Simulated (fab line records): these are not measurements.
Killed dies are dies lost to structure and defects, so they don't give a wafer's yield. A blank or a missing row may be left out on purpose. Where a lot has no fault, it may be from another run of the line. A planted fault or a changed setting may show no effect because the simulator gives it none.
The tool behind it: which one? -- flow n5Finfet -- Sampling: 9 lots, 26 wafers, 4 of 1938 route steps

== WHAT EACH GAUGE READ, for each wafer ==
N5_BEOL_M4_RC_MEAS_101. Usual: DIBL_N 36.2 mV/V, standard deviation 2; DIBL_P 36.1 mV/V, standard deviation 2.4; IOFF_N 0.16 nA/um, standard deviation 0.035; IOFF_P 0.22 nA/um, standard deviation 0.041; ION_N 675 uA/um, standard deviation 14; ION_P 465 uA/um, standard deviation 8.6; SS_N 71.5 mV/dec, standard deviation 0.64; SS_P 73.2 mV/dec, standard deviation 0.76; VT_N 250 mV, standard deviation 3.9; VT_P -249 mV, standard deviation 3.4.
lot,measured,on,DIBL_N (mV/V),DIBL_P (mV/V),IOFF_N (nA/um),IOFF_P (nA/um),ION_N (uA/um),ION_P (uA/um),SS_N (mV/dec),SS_P (mV/dec),VT_N (mV),VT_P (mV),flag
L684,day 8 07:03,prober-02,38.0 38.1,37.1 37.0,0.19 0.19,0.23 0.22,692 686,470 465,72.1 71.9,73.5 73.8,247 249,-248 -252,
L688,day 9 07:08,prober-02,32.9 34.0 33.6,33.1 35.1 35.0,0.10 0.12 0.10,0.15 0.18 0.17,650 658 643,449 463 454,71.1 71.1 70.4,71.9 72.5 73.3,256 254 257,-252 -250 -252,
L689,day 9 17:11,prober-02,38.1 38.1 37.6,38.2 38.2 37.4,0.18 0.17 0.17,0.24 0.24 0.23,681 670 672,465 457 463,72.1 72.8 72.0,74.5 73.7 73.8,247 251 248,-249 -247 -251,
L697,day 11 15:52,prober-01,37.1 35.0 36.6,38.2 35.3 38.1,0.16 0.13 0.16,0.24 0.19 0.23,678 661 679,467 461 472,71.9 71.2 71.1,73.2 72.9 73.7,249 254 251,-248 -249 -248,
L696,day 11 16:47,prober-02,34.5 37.8 36.8,37.1 40.2 39.5,0.17 0.21 0.19,0.26 0.30 0.29,700 692 701,483 479 482,71.5 72.4 71.1,73.2 73.9 73.4,245 248 248,-246 -243 -244,
L698,day 11 22:15,prober-01,38.9 39.1 36.9,38.2 38.8 34.9,0.21 0.21 0.16,0.26 0.28 0.22,693 697 672,479 473 459,72.0 71.6 71.2,73.1 74.4 74.1,242 247 247,-246 -244 -249,
L702,day 12 08:16,prober-01,37.2 36.1 37.1,38.9 38.3 38.6,0.16 0.16 0.17,0.20 0.20 0.21,670 680 685,458 470 465,71.8 71.5 72.0,73.8 73.7 73.9,249 249 251,-255 -251 -250,
L701,day 12 08:17,prober-02,34.9 38.7 40.8,33.2 37.5 40.7,0.13 0.19 0.24,0.18 0.24 0.28,677 674 703,466 463 472,70.9 72.2 72.0,72.7 74.4 74.0,251 248 243,-251 -247 -247,
L706,day 13 10:43,prober-01,36.4 37.7 38.0,34.9 37.5 37.4,0.14 0.19 0.18,0.19 0.22 0.24,669 682 678,456 464 461,71.8 71.5 72.2,72.9 74.7 74.3,253 247 250,-251 -251 -246,

N5_PASSIVATION_CD_MEAS_30: the cd target is 4000 nm. Usual: 4000.5 nm for cdNm, sd 2.5.
lot,measured,on,cdNm (nm),flag
L684,day 12 22:56,cdSem-02,3997.5 3997.7,
L688,day 13 13:45,cdSem-01,4001.4 3998.0 3999.7,
L689,day 14 03:17,cdSem-01,3997.3 4001.0 3999.0,
L697,day 15 11:43,cdSem-01,4003.4 4002.0 4000.9,
L696,day 15 12:55,cdSem-03,3999.8 3997.2 3997.2,
L698,day 16 17:26,cdSem-03,4004.9 4000.9 4002.2,
L702,day 16 22:34,cdSem-03,4000.6 4000.7 4004.3,
L701,day 16 17:43,cdSem-01,4004.3 4001.4 4002.7,
L706,day 17 13:30,cdSem-01,4002.1 4000.5 4001.4,

N5_PASSIVATION_INSPECT_64: inspects for defects (macro). Usual: 2.0 for rawDefectCount, sd 1.5.
lot,measured,on,rawDefectCount,flag
L684,day 12 22:59,defectInspect-01,2 4,
L688,day 13 13:48,defectInspect-02,4 1 1,
L689,day 14 03:20,defectInspect-01,2 1 0,
L697,day 15 11:46,defectInspect-01,1 1 2,
L696,day 15 12:58,defectInspect-01,3 0 1,
L698,day 16 17:29,defectInspect-02,3 3 2,
L702,day 16 22:38,defectInspect-02,0 4 3,
L701,day 16 17:46,defectInspect-02,4 4 4,
L706,day 17 13:34,defectInspect-01,4 3 2,

== WHICH TOOL RAN EACH LOT (tool, then ch and the chambers of the sampled wafers, then the start) ==
lot,N5_BEOL_M10_ETCH_66
L684,"rieDiel-01 ch 0,1, day 10 18:37"
L688,"rieDiel-01 ch 0,1,2, day 11 10:36"
L689,"rieDiel-01 ch 1,3, day 11 17:39"
L697,"rieDiel-01 ch 1,2,3, day 13 20:53"
L696,"rieDiel-01 ch 0,1, day 13 21:24"
L698,"rieDiel-01 ch 1,2, day 14 04:26"
L702,"rieDiel-03 ch 1,3, day 14 14:30"
L701,"rieDiel-03 ch 0,1, day 14 06:37"
L706,"rieDiel-03 ch 1,3, day 15 20:20"
- N5_BEOL_M10_ETCH_66: etches SOC in N2/H2, target depth 120 nm, overetch 24 nm, time 180 s.

== WHAT THE TOOLS THEMSELVES READ (means of the sampled wafers that have a number; where no wafer has one, the mark that the record gives instead) ==
N5_BEOL_M10_ETCH_66. Usual: value, then standard deviation, for each; chamberPressureMTorr 30.002 mTorr / 0.027; drypumpMotorCurrentA 5.7 A / 0.36; oesProductAu 0.65 a.u. / 0.071; rfFwdPowerW 836.9 W / 2.7; rfVppV 523.8 V / 2.1; showerheadPlenumPTorr 2.53 Torr / 0.073; throttleValvePct 17.64 % / 0.24.
lot,tool,chamberPressureMTorr (mTorr),drypumpMotorCurrentA (A),oesProductAu (a.u.),rfFwdPowerW (W),rfVppV (V),showerheadPlenumPTorr (Torr),throttleValvePct (%),flag
L684,rieDiel-01,29.995,5.7,0.61,837.1,522.8,2.48,17.50,
L688,rieDiel-01,29.997,5.8,0.65,835.8,521.0,2.49,17.53,
L689,rieDiel-01,29.985,5.4,0.58,834.4,526.5,2.59,17.63,
L697,rieDiel-01,30.009,5.6,0.62,835.8,523.8,2.55,17.58,
L696,rieDiel-01,30.006,5.8,0.68,835.5,525.2,2.60,17.33,
L698,rieDiel-01,30.005,5.8,0.65,836.8,523.3,2.53,17.41,
L702,rieDiel-03,29.995,5.2,0.68,836.0,523.4,2.54,17.80,
L701,rieDiel-03,30.015,6.0,0.59,836.9,523.3,2.51,17.85,
L706,rieDiel-03,30.015,5.3,0.70,836.9,523.3,2.52,17.88,

== THE ANSWER, worked out from the rows above alone ==
Rule: a lot is off if the mean of its wafers that have a number lies more than 3 standard deviations from the usual mean. Also off: a lot with no number at a reading for which 4 or more lots have one. Any other lot the step has rows for is counted as sound. Order of review: gauges by route order, followed by the tools' own readings, for which a lot's mean as printed above is used. The first step at which some lot is off is used, and at that step the reading that is off furthest; a lot without a number counts as furthest.
Nothing can be told from this: no lot is off at any reading shown.

== WHAT WAS PUT IN BY THE SIMULATOR ==
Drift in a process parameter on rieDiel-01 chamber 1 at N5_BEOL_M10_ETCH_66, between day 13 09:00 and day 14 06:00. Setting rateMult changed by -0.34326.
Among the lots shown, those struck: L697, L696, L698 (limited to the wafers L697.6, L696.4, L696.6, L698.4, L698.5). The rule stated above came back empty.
